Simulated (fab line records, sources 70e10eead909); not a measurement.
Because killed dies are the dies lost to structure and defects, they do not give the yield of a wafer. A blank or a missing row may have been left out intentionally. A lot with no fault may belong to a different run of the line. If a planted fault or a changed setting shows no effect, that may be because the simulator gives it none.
Problem report, 8D (eight disciplines) form, completed by code + flow nand harc + the parts of the form that need people (team, actions taken, sign-off) are left out

## 1. THE PROBLEM
At NHARC_P_GATE_ETCH_104, rf fwd power W averages 290.6 W over 2 wafers from 2 lots, while fault-free wafers read 491.8 W, standard deviation 2.3. That is -87 standard deviations from the usual mean.
The step: etches the open film in CF4/CHF3, target depth 60 nm.
The first sign was on wafer L613.5 at day 10 07:21, on rie diel-08. The record has a number at this step for 36 wafers belonging to 12 lots. Rule for "out", or "out of limits": more than 4 standard deviations from the usual mean. The rest of the wafers with a number are treated as sound.

## 2. WHAT THIS IS AND IS NOT
| question                    | is                             | is not                                                                                         |
|-----------------------------|--------------------------------|------------------------------------------------------------------------------------------------|
| which readings at this step | rf fwd power W, oes product au | cf4 flow sccm, drypump motor current A, rf vpp V, showerhead plenum p Torr, throttle valve pct |
| which lots                  | L613, L614                     | L602, L604, L606, L607, L608, L610, L611, L621, L622, L623                                     |
| which wafers of those lots  | L613.5, L614.2                 | L613.4, L613.6, L614.4, L614.5                                                                 |
| read on which tools         | rie diel-08                    | rie diel-05, rie diel-10                                                                       |
| when                        | from day 10 07:21              | up to then (23 sound wafers); but 11 sound wafers of L614, L621, L622, L623 came after         |

## 3. THE SUSPECTS, EACH WITH WHAT RULES IT OUT
Counting: if a tool at a process step up to the reading ran every lot that is out, it stays a suspect. Sound lots after the first of them don't rule it out here, since some wafers of a struck lot are sound.
- rie diel-11 at NHARC_P_STI_DESCUM_14 (chemistry O2, time 3 s): kept. It processed each lot that is out (first: L613, day 8 05:43); up to then, its last sound lot is L611 (day 7 13:55).
- pecvd-03 at NHARC_P_GATE_DEP_103 (deposits SiON, target thk 30 nm): kept. It ran every lot that is out, first L613 (day 10 06:27).
- rie diel-08 at NHARC_P_GATE_ETCH_104 (etches the open film in CF4/CHF3, target depth 60 nm): kept. It processed each lot that is out (first: L613, day 10 07:21); up to then, its last sound lot is L611 (day 9 19:26). Out on those wafers are its own readings of oes product au, rf fwd power W.
- Within rie diel-11 at NHARC_P_STI_DESCUM_14: the wafers that are out ran in chambers 0, 3; their sound lot-mates ran in chambers 1, 2.
- At NHARC_P_GATE_ETCH_104, inside rie diel-08: chamber 0 took the wafers that are out, while their sound lot-mates went through chambers 1, 2, 3.
rie diel-11 at NHARC_P_STI_DESCUM_14, pecvd-03 at NHARC_P_GATE_DEP_103 and rie diel-08 at NHARC_P_GATE_ETCH_104 are what is left after counting.

## 4. THE CAUSE (what the simulator had put in)
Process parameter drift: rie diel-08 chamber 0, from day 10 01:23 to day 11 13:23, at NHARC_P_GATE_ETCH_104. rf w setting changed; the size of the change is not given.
3 suspects survive the count, and this tool is in that group.

## 5. THE CHAIN OF EFFECTS, in route order
Each row: a reading whose mean over the struck wafers that have a number lies more than 3 standard deviations from the usual. Only readings for which the record gives a usual standard deviation are gone through. hours: the time from each lot's start at the first step in this table that gives one to its start at this step, as a median over the lots. sigmas: the change in usual standard deviations.
| hours | step                  | reading        | usual      | on struck wafers | change | sigmas |
|-------|-----------------------|----------------|------------|------------------|--------|--------|
| 0     | NHARC_P_GATE_ETCH_104 | oes product au | 0.954 a.u. | 0.739            | -0.215 | -10    |
| 0     | NHARC_P_GATE_ETCH_104 | rf fwd power W | 491.8 W    | 290.6            | -201.2 | -87    |
Here are the process steps it includes:
- NHARC_P_GATE_ETCH_104: etches the open film in CF4/CHF3, target depth 60 nm.

## 6. WHAT WOULD HAVE CAUGHT IT SOONER
In this record the first reading out of limits was taken at day 10 07:21, 6 hours after the fault began at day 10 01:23.
